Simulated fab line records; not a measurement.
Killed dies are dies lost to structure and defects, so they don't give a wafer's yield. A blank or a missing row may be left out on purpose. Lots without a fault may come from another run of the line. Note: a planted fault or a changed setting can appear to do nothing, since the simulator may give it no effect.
Lot-split experiment || flow n5Finfet || route with 1938 steps; 7 lots, 21 wafers read

== ON THE SPLIT ==
At N5_BEOL_M4_EXPOSE_25 (exposes mask V3, defocus 5 nm), the setting doseMj was moved away from the recipe's 63 on 5 of the 21 wafers read, by -6.3% to +4.3%. The other wafers ran this setting at the recipe's value.

== FROM THE SPLIT TO THE READING: what the file shows between them, 2 steps ==
- N5_BEOL_M4_PEB_26: peb time 60 s
- N5_BEOL_M4_DEVELOP_27: develop time 30 s

== THE READING ==
cdNm, in nm, at N5_BEOL_M4_CD_MEAS_28 (target cd 26.2 nm, target cd y 24.1 nm). On this fab line, fault-free wafers typically give 26.13 nm with a standard deviation of 0.25 nm.

{"wafer": "L074.1", "tool, chamber at the split": "euvScanner-02, 0", "doseMj as run": 63, "against the recipe": "recipe", "cdNm, nm": 26.28, "against lot-mates on the recipe": "-"}
{"wafer": "L074.5", "tool, chamber at the split": "euvScanner-02, 0", "doseMj as run": 63, "against the recipe": "recipe", "cdNm, nm": 26.30, "against lot-mates on the recipe": "-"}
{"wafer": "L074.6", "tool, chamber at the split": "euvScanner-02, 0", "doseMj as run": 63, "against the recipe": "recipe", "cdNm, nm": 25.98, "against lot-mates on the recipe": "-"}
{"wafer": "L075.1", "tool, chamber at the split": "euvScanner-02, 0", "doseMj as run": 63, "against the recipe": "recipe", "cdNm, nm": 26.29, "against lot-mates on the recipe": "-"}
{"wafer": "L075.4", "tool, chamber at the split": "euvScanner-02, 0", "doseMj as run": 63, "against the recipe": "recipe", "cdNm, nm": 26.17, "against lot-mates on the recipe": "-"}
{"wafer": "L075.5", "tool, chamber at the split": "euvScanner-02, 0", "doseMj as run": 63, "against the recipe": "recipe", "cdNm, nm": 26.16, "against lot-mates on the recipe": "-"}
{"wafer": "L080.3", "tool, chamber at the split": "euvScanner-01, 0", "doseMj as run": 63, "against the recipe": "recipe", "cdNm, nm": 25.76, "against lot-mates on the recipe": "-"}
{"wafer": "L080.4", "tool, chamber at the split": "euvScanner-01, 0", "doseMj as run": 63, "against the recipe": "recipe", "cdNm, nm": 26.34, "against lot-mates on the recipe": "-"}
{"wafer": "L080.6", "tool, chamber at the split": "euvScanner-01, 0", "doseMj as run": 63, "against the recipe": "recipe", "cdNm, nm": 26.30, "against lot-mates on the recipe": "-"}
{"wafer": "L085.2", "tool, chamber at the split": "euvScanner-01, 0", "doseMj as run": 65.7, "against the recipe": "+4.3%", "cdNm, nm": 26.91, "against lot-mates on the recipe": "+0.82"}
{"wafer": "L085.3", "tool, chamber at the split": "euvScanner-01, 0", "doseMj as run": 65.7, "against the recipe": "+4.3%", "cdNm, nm": 27.00, "against lot-mates on the recipe": "+0.91"}
{"wafer": "L085.6", "tool, chamber at the split": "euvScanner-01, 0", "doseMj as run": 63, "against the recipe": "recipe", "cdNm, nm": 26.09, "against lot-mates on the recipe": "-"}
{"wafer": "L086.1", "tool, chamber at the split": "euvScanner-02, 0", "doseMj as run": 63, "against the recipe": "recipe", "cdNm, nm": 26.17, "against lot-mates on the recipe": "-"}
{"wafer": "L086.2", "tool, chamber at the split": "euvScanner-02, 0", "doseMj as run": 59, "against the recipe": "-6.3%", "cdNm, nm": 24.80, "against lot-mates on the recipe": -1.17}
{"wafer": "L086.4", "tool, chamber at the split": "euvScanner-02, 0", "doseMj as run": 63, "against the recipe": "recipe", "cdNm, nm": 25.76, "against lot-mates on the recipe": "-"}
{"wafer": "L088.2", "tool, chamber at the split": "euvScanner-02, 0", "doseMj as run": 63, "against the recipe": "recipe", "cdNm, nm": 25.84, "against lot-mates on the recipe": "-"}
{"wafer": "L088.4", "tool, chamber at the split": "euvScanner-02, 0", "doseMj as run": 63, "against the recipe": "recipe", "cdNm, nm": 26.03, "against lot-mates on the recipe": "-"}
{"wafer": "L088.5", "tool, chamber at the split": "euvScanner-02, 0", "doseMj as run": 63, "against the recipe": "recipe", "cdNm, nm": 26.38, "against lot-mates on the recipe": "-"}
{"wafer": "L092.3", "tool, chamber at the split": "euvScanner-02, 0", "doseMj as run": 59.83, "against the recipe": "-5.0%", "cdNm, nm": 25.51, "against lot-mates on the recipe": -0.73}
{"wafer": "L092.4", "tool, chamber at the split": "euvScanner-02, 0", "doseMj as run": 59.83, "against the recipe": "-5.0%", "cdNm, nm": 25.24, "against lot-mates on the recipe": -1.00}
{"wafer": "L092.6", "tool, chamber at the split": "euvScanner-02, 0", "doseMj as run": 63, "against the recipe": "recipe", "cdNm, nm": 26.24, "against lot-mates on the recipe": "-"}

THE FIT
A straight line over all 21 wafers: cdNm changes by +0.182 nm for each +1% of doseMj; r = +0.92; the points scatter about the line by 0.2 nm.
The same after taking each lot's own level away (the mean of its wafers on the recipe; 21 wafers): +0.185 nm for each +1%; r = +0.94; scatter 0.17 nm.
Per that fit: largest doseMj move, reading shift of 1.2 nm.
The lots' own levels span 25.965 to 26.240 nm, that is 1.1 times the standard deviation above.
Consequently the slope shifts little with the lot-to-lot level, the two slopes agreeing.
Check: for one of the wafers moved furthest among these (-6.3%), held out of the fit, the line's prediction against its lot-mates is -1.16 nm. It came out at -1.17 nm against them.

== OTHER SPLITS ON THESE WAFERS ==
These wafers also went through other splits before the reading. Each is held against what the fit with the lots' levels taken away leaves over:
{"other split on the same wafers": "N5_BEOL_M3_COAT_73 spinRpm", "wafers away from the commonest value": 4, "r with cdNm (lot level and that fit taken away)": -0.13}

== THE FILE'S OWN FIT ==
cdNm changes by +0.184 nm for each +1% of doseMj, r = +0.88.
